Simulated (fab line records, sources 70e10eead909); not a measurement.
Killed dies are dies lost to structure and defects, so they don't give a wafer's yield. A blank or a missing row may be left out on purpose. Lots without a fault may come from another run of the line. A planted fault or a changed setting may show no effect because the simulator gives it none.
Which tool did it? | flow nand_harc | 24 lots, 72 wafers sampled, at 5 steps of a route of 1302

WHAT THE GAUGES READ, wafer by wafer
NHARC_A_CONTACT_CD_MEAS_08: target cd 200 nm. Usual: cd_nm 200.0 nm, standard deviation 0.64.
lot  | measured     | on        | cd_nm (nm)        | flag
L074 | day 22 17:48 | cd_sem-02 | 199.0 201.0 200.9 |
L075 | day 22 17:35 | cd_sem-03 | 200.8 200.4 200.4 |
L077 | day 23 08:50 | cd_sem-03 | 199.9 199.6 200.4 |
L076 | day 23 10:41 | cd_sem-01 | 200.8 199.1 200.0 |
L078 | day 23 20:05 | cd_sem-01 | 200.0 199.4 200.4 |
L079 | day 24 13:00 | cd_sem-01 | 199.8 199.6 200.6 |
L080 | day 25 03:17 | cd_sem-01 | 199.3 199.0 199.3 |
L083 | day 25 19:47 | cd_sem-02 | 200.5 200.2 200.9 |
L082 | day 25 19:35 | cd_sem-01 | 200.3 200.3 201.0 |
L081 | day 25 21:38 | cd_sem-02 | 199.8 200.4 200.4 |
L084 | day 26 02:05 | cd_sem-02 | 199.9 199.2 199.3 |
L086 | day 26 20:26 | cd_sem-01 | 199.7 199.9 200.0 |
L085 | day 27 00:09 | cd_sem-03 | 200.4 199.6 199.5 |
L087 | day 27 09:40 | cd_sem-01 | 201.0 200.2 200.1 |
L089 | day 28 00:34 | cd_sem-03 | 199.7 200.9 199.6 |
L088 | day 28 07:54 | cd_sem-03 | 200.4 199.4 200.0 |
L090 | day 29 03:52 | cd_sem-03 | 200.2 200.1 199.9 |
L091 | day 29 02:41 | cd_sem-03 | 199.7 199.8 199.3 |
L092 | day 29 15:25 | cd_sem-03 | 199.2 200.1 200.4 |
L093 | day 30 04:46 | cd_sem-01 | 199.3 200.4 200.0 |
L094 | day 30 07:11 | cd_sem-03 | 200.2 200.4 200.6 |
L095 | day 31 03:04 | cd_sem-03 | 199.3 200.6 199.8 |
L096 | day 31 10:23 | cd_sem-02 | 200.2 199.1 199.7 |
L097 | day 32 09:32 | cd_sem-01 | 199.7 199.0 199.3 |

WHICH TOOL RAN EACH LOT (tool, then ch and the chambers of the sampled wafers, then the start)
lot  | NHARC_A_CONTACT_ETCH_77                       | NHARC_A_CONTACT_ETCH_125             | NHARC_A_CONTACT_ETCH_129             | NHARC_A_CONTACT_ETCH_133
L074 | rie_diel-05 ch 1,3, day 22 11:43 or earlier   | har_cap_etch-01 ch 1, day 22 11:43   | har_cap_etch-01 ch 1, day 22 12:25   | har_cap_etch-01 ch 1, day 22 13:08
L075 | rie_diel-04 ch 1,2, day 22 11:41 or earlier   | har_cap_etch-03 ch 0,1, day 22 11:41 | har_cap_etch-03 ch 0,1, day 22 12:23 | har_cap_etch-03 ch 0,1, day 22 13:05
L077 | rie_diel-05 ch 0,1,2, day 23 02:42 or earlier | har_cap_etch-02 ch 0,1, day 23 02:42 | har_cap_etch-02 ch 0,1, day 23 03:24 | har_cap_etch-02 ch 0,1, day 23 04:07
L076 | rie_diel-13 ch 0,1,2, day 23 03:00 or earlier | har_cap_etch-01 ch 0,1, day 23 03:00 | har_cap_etch-01 ch 0,1, day 23 03:43 | har_cap_etch-01 ch 0,1, day 23 04:25
L078 | rie_diel-05 ch 2,3, day 23 14:23 or earlier   | har_cap_etch-03 ch 0,1, day 23 14:23 | har_cap_etch-03 ch 0,1, day 23 15:05 | har_cap_etch-03 ch 0,1, day 23 15:50
L079 | rie_diel-05 ch 2,3, day 24 04:28 or earlier   | har_cap_etch-03 ch 0,1, day 24 04:28 | har_cap_etch-03 ch 0,1, day 24 05:11 | har_cap_etch-03 ch 0,1, day 24 06:01
L080 | rie_diel-05 ch 2,3, day 24 20:22 or earlier   | har_cap_etch-03 ch 0,1, day 24 20:22 | har_cap_etch-03 ch 0,1, day 24 21:04 | har_cap_etch-03 ch 0,1, day 24 21:47
L083 | rie_diel-04 ch 0,2,3, day 25 12:05 or earlier | har_cap_etch-02 ch 0,1, day 25 12:05 | har_cap_etch-02 ch 0,1, day 25 13:21 | har_cap_etch-02 ch 0,1, day 25 14:41
L082 | rie_diel-13 ch 1,3, day 25 12:54 or earlier   | har_cap_etch-03 ch 1, day 25 12:54   | har_cap_etch-03 ch 1, day 25 13:37   | har_cap_etch-03 ch 1, day 25 14:19
L081 | rie_diel-04 ch 2,3, day 25 15:16 or earlier   | har_cap_etch-01 ch 0,1, day 25 15:16 | har_cap_etch-01 ch 0,1, day 25 15:58 | har_cap_etch-01 ch 0,1, day 25 16:43
L084 | rie_diel-05 ch 0,1,3, day 25 19:31 or earlier | har_cap_etch-03 ch 0,1, day 25 19:31 | har_cap_etch-03 ch 0,1, day 25 20:14 | har_cap_etch-03 ch 0,1, day 25 21:01
L086 | rie_diel-13 ch 1,2,3, day 26 09:32 or earlier | har_cap_etch-01 ch 0,1, day 26 09:32 | har_cap_etch-01 ch 0,1, day 26 10:15 | har_cap_etch-01 ch 0,1, day 26 10:57
L085 | rie_diel-05 ch 0,1, day 26 14:29 or earlier   | har_cap_etch-03 ch 0,1, day 26 14:29 | har_cap_etch-03 ch 0,1, day 26 15:11 | har_cap_etch-03 ch 0,1, day 26 15:56
L087 | rie_diel-04 ch 1,2,3, day 27 03:45 or earlier | har_cap_etch-02 ch 0,1, day 27 03:45 | har_cap_etch-02 ch 0,1, day 27 04:28 | har_cap_etch-02 ch 0,1, day 27 05:12
L089 | rie_diel-05 ch 0,3, day 27 18:11 or earlier   | har_cap_etch-01 ch 0,1, day 27 18:11 | har_cap_etch-01 ch 0,1, day 27 19:08 | har_cap_etch-01 ch 0,1, day 27 20:11
L088 | rie_diel-05 ch 2,3, day 28 00:01 or earlier   | har_cap_etch-03 ch 0,1, day 28 00:01 | har_cap_etch-03 ch 0,1, day 28 00:43 | har_cap_etch-03 ch 0,1, day 28 01:33
L090 | rie_diel-04 ch 0,1,2, day 28 20:32 or earlier | har_cap_etch-01 ch 0,1, day 28 20:32 | har_cap_etch-01 ch 0,1, day 28 21:15 | har_cap_etch-01 ch 0,1, day 28 21:56
L091 | rie_diel-13 ch 0,1, day 28 20:34 or earlier   | har_cap_etch-02 ch 0,1, day 28 20:34 | har_cap_etch-02 ch 0,1, day 28 21:16 | har_cap_etch-02 ch 0,1, day 28 22:04
L092 | rie_diel-05 ch 0,2,3, day 29 09:16 or earlier | har_cap_etch-03 ch 0,1, day 29 09:16 | har_cap_etch-03 ch 0,1, day 29 09:58 | har_cap_etch-03 ch 0,1, day 29 10:46
L093 | rie_diel-05 ch 0,1,2, day 29 22:55 or earlier | har_cap_etch-02 ch 0,1, day 29 22:55 | har_cap_etch-02 ch 0,1, day 29 23:37 | har_cap_etch-02 ch 0,1, day 30 00:19
L094 | rie_diel-13 ch 2,3, day 30 00:17 or earlier   | har_cap_etch-01 ch 0,1, day 30 00:17 | har_cap_etch-01 ch 0,1, day 30 00:59 | har_cap_etch-01 ch 0,1, day 30 01:44
L095 | rie_diel-13 ch 0,1, day 30 21:12 or earlier   | har_cap_etch-02 ch 0,1, day 30 21:12 | har_cap_etch-02 ch 0,1, day 30 21:54 | har_cap_etch-02 ch 0,1, day 30 22:36
L096 | rie_diel-05 ch 0,2,3, day 31 03:27 or earlier | har_cap_etch-01 ch 0,1, day 31 03:27 | har_cap_etch-01 ch 0,1, day 31 04:09 | har_cap_etch-01 ch 0,1, day 31 04:52
L097 | rie_diel-04 ch 1,2,3, day 32 01:36 or earlier | har_cap_etch-02 ch 0,1, day 32 01:36 | har_cap_etch-02 ch 0,1, day 32 02:19 | har_cap_etch-02 ch 0,1, day 32 03:01
- NHARC_A_CONTACT_ETCH_77: etches the open film in CF4/CHF3, target depth 108.9 nm, time 54.5 s.
- NHARC_A_CONTACT_ETCH_125: etches the open film in C4F8/O2/Ar, time 197 s, target depth 1918 nm.
- NHARC_A_CONTACT_ETCH_129: etches the open film in C4F8/O2/Ar, time 197 s, target depth 1918 nm.
- NHARC_A_CONTACT_ETCH_133: etches the open film in C4F8/O2/Ar, time 374 s, target depth 1610 nm.

WHAT THE TOOLS THEMSELVES READ (means of the sampled wafers that have a number; where no wafer has one, the mark that the record gives instead)
NHARC_A_CONTACT_ETCH_77. Usual: chamber_pressure_mTorr 25.001 mTorr, standard deviation 0.02; drypump_motor_current_A 5.6 A, standard deviation 0.36; oes_product_au 0.941 a.u., standard deviation 0.023; rf_vpp_V 371 V, standard deviation 3; showerhead_plenum_p_Torr 1.59 Torr, standard deviation 0.087; throttle_valve_pct 16.803 %, standard deviation 0.0094.
lot  | tool        | chamber_pressure_mTorr (mTorr) | drypump_motor_current_A (A) | oes_product_au (a.u.) | rf_vpp_V (V) | showerhead_plenum_p_Torr (Torr) | throttle_valve_pct (%) | flag
L074 | rie_diel-05 | 25.007                         | 5.9                         | 0.929                 | 373          | 1.65                            | 16.802                 |
L075 | rie_diel-04 | 25.005                         | 5.5                         | 0.922                 | 369          | 1.49                            | 16.807                 |
L077 | rie_diel-05 | 24.992                         | 5.8                         | 0.919                 | 372          | 1.62                            | 16.800                 |
L076 | rie_diel-13 | 25.007                         | 5.5                         | 0.955                 | 370          | 1.55                            | 16.801                 |
L078 | rie_diel-05 | 25.014                         | 5.3                         | 0.948                 | 368          | 1.52                            | 16.810                 |
L079 | rie_diel-05 | 25.003                         | 5.3                         | 0.974                 | 369          | 1.52                            | 16.806                 |
L080 | rie_diel-05 | 24.983                         | 5.3                         | 0.932                 | 367          | 1.52                            | 16.801                 |
L083 | rie_diel-04 | 24.976                         | 5.8                         | 0.959                 | 372          | 1.61                            | 16.800                 |
L082 | rie_diel-13 | 24.990                         | 5.4                         | 0.953                 | 371          | 1.59                            | 16.807                 |
L081 | rie_diel-04 | 25.026                         | 5.8                         | 0.948                 | 372          | 1.63                            | 16.799                 |
L084 | rie_diel-05 | 25.011                         | 5.9                         | 0.965                 | 372          | 1.64                            | 16.807                 |
L086 | rie_diel-13 | 24.974                         | 5.4                         | 0.923                 | 370          | 1.58                            | 16.806                 |
L085 | rie_diel-05 | 24.983                         | 6.1                         | 0.934                 | 374          | 1.69                            | 16.800                 |
L087 | rie_diel-04 | 24.990                         | 5.7                         | 0.909                 | 372          | 1.57                            | 16.807                 |
L089 | rie_diel-05 | 24.998                         | 5.8                         | 0.920                 | 372          | 1.64                            | 16.793                 |
L088 | rie_diel-05 | 24.994                         | 5.2                         | 0.919                 | 368          | 1.49                            | 16.797                 |
L090 | rie_diel-04 | 24.995                         | 5.6                         | 0.925                 | 372          | 1.62                            | 16.808                 |
L091 | rie_diel-13 | 25.017                         | 5.7                         | 0.922                 | 368          | 1.49                            | 16.801                 |
L092 | rie_diel-05 | 24.998                         | 5.5                         | 0.950                 | 370          | 1.56                            | 16.796                 |
L093 | rie_diel-05 | 25.005                         | 5.8                         | 0.931                 | 372          | 1.62                            | 16.807                 |
L094 | rie_diel-13 | 25.022                         | 5.2                         | 0.942                 | 373          | 1.62                            | 16.802                 |
L095 | rie_diel-13 | 25.005                         | 5.7                         | 0.966                 | 372          | 1.60                            | 16.797                 |
L096 | rie_diel-05 | 25.001                         | 5.5                         | 0.968                 | 370          | 1.56                            | 16.799                 |
L097 | rie_diel-04 | 25.016                         | 5.7                         | 0.953                 | 370          | 1.56                            | 16.803                 |

NHARC_A_CONTACT_ETCH_125. Usual: chamber_pressure_mTorr 19.997 mTorr, standard deviation 0.016.
lot  | tool            | chamber_pressure_mTorr (mTorr) | flag
L074 | har_cap_etch-01 | 19.996                         |
L075 | har_cap_etch-03 | 20.000                         |
L077 | har_cap_etch-02 | 19.997                         |
L076 | har_cap_etch-01 | 19.993                         |
L078 | har_cap_etch-03 | 19.974                         |
L079 | har_cap_etch-03 | 20.002                         |
L080 | har_cap_etch-03 | 20.003                         |
L083 | har_cap_etch-02 | 20.001                         |
L082 | har_cap_etch-03 | 19.993                         |
L081 | har_cap_etch-01 | 20.009                         |
L084 | har_cap_etch-03 | 20.009                         |
L086 | har_cap_etch-01 | 20.000                         |
L085 | har_cap_etch-03 | 20.013                         |
L087 | har_cap_etch-02 | 19.998                         |
L089 | har_cap_etch-01 | 20.004                         |
L088 | har_cap_etch-03 | 19.980                         |
L090 | har_cap_etch-01 | 20.013                         |
L091 | har_cap_etch-02 | 19.992                         |
L092 | har_cap_etch-03 | 19.988                         |
L093 | har_cap_etch-02 | 19.997                         |
L094 | har_cap_etch-01 | 19.995                         |
L095 | har_cap_etch-02 | 19.997                         |
L096 | har_cap_etch-01 | 19.991                         |
L097 | har_cap_etch-02 | 20.001                         |

NHARC_A_CONTACT_ETCH_129. Usual: chamber_pressure_mTorr 20.004 mTorr, standard deviation 0.019.
lot  | tool            | chamber_pressure_mTorr (mTorr) | flag
L074 | har_cap_etch-01 | 20.001                         |
L075 | har_cap_etch-03 | 20.008                         |
L077 | har_cap_etch-02 | 20.000                         |
L076 | har_cap_etch-01 | 19.998                         |
L078 | har_cap_etch-03 | 20.000                         |
L079 | har_cap_etch-03 | 20.012                         |
L080 | har_cap_etch-03 | 20.014                         |
L083 | har_cap_etch-02 | 19.991                         |
L082 | har_cap_etch-03 | 19.996                         |
L081 | har_cap_etch-01 | 19.978                         |
L084 | har_cap_etch-03 | 20.001                         |
L086 | har_cap_etch-01 | 19.999                         |
L085 | har_cap_etch-03 | 20.014                         |
L087 | har_cap_etch-02 | 20.011                         |
L089 | har_cap_etch-01 | 20.006                         |
L088 | har_cap_etch-03 | 20.018                         |
L090 | har_cap_etch-01 | 20.006                         |
L091 | har_cap_etch-02 | 20.010                         |
L092 | har_cap_etch-03 | 19.984                         |
L093 | har_cap_etch-02 | 20.007                         |
L094 | har_cap_etch-01 | 20.018                         |
L095 | har_cap_etch-02 | 19.995                         |
L096 | har_cap_etch-01 | 19.989                         |
L097 | har_cap_etch-02 | 20.033                         |

NHARC_A_CONTACT_ETCH_133. Usual: chamber_pressure_mTorr 20.003 mTorr, standard deviation 0.018.
lot  | tool            | chamber_pressure_mTorr (mTorr) | flag
L074 | har_cap_etch-01 | 20.011                         |
L075 | har_cap_etch-03 | 20.008                         |
L077 | har_cap_etch-02 | 19.999                         |
L076 | har_cap_etch-01 | 19.988                         |
L078 | har_cap_etch-03 | 19.992                         |
L079 | har_cap_etch-03 | 20.003                         |
L080 | har_cap_etch-03 | 20.024                         |
L083 | har_cap_etch-02 | 19.988                         |
L082 | har_cap_etch-03 | 19.993                         |
L081 | har_cap_etch-01 | 19.995                         |
L084 | har_cap_etch-03 | 19.997                         |
L086 | har_cap_etch-01 | 19.996                         |
L085 | har_cap_etch-03 | 20.008                         |
L087 | har_cap_etch-02 | 19.993                         |
L089 | har_cap_etch-01 | 20.005                         |
L088 | har_cap_etch-03 | 19.989                         |
L090 | har_cap_etch-01 | 20.007                         |
L091 | har_cap_etch-02 | 20.005                         |
L092 | har_cap_etch-03 | 20.002                         |
L093 | har_cap_etch-02 | 20.015                         |
L094 | har_cap_etch-01 | 19.994                         |
L095 | har_cap_etch-02 | 19.997                         |
L096 | har_cap_etch-01 | 20.016                         |
L097 | har_cap_etch-02 | 20.013                         |

THE ANSWER, worked out from the rows above alone
Rule: a lot is off if the mean of its wafers that have a number lies more than 3 standard deviations from the usual mean. A lot without any number at a reading at which 4 lots or more have one is off too. The other lots that the step has rows for count as sound. The gauges are gone through in route order, then the tools' own readings, and for those a lot's mean is taken as printed above. The first step at which some lot is off is used, and at that step the reading that is off furthest; a lot without a number counts as furthest.
No lot is off at any reading shown: from this, nothing can be told.

WHAT THE SIMULATOR HAD PUT IN
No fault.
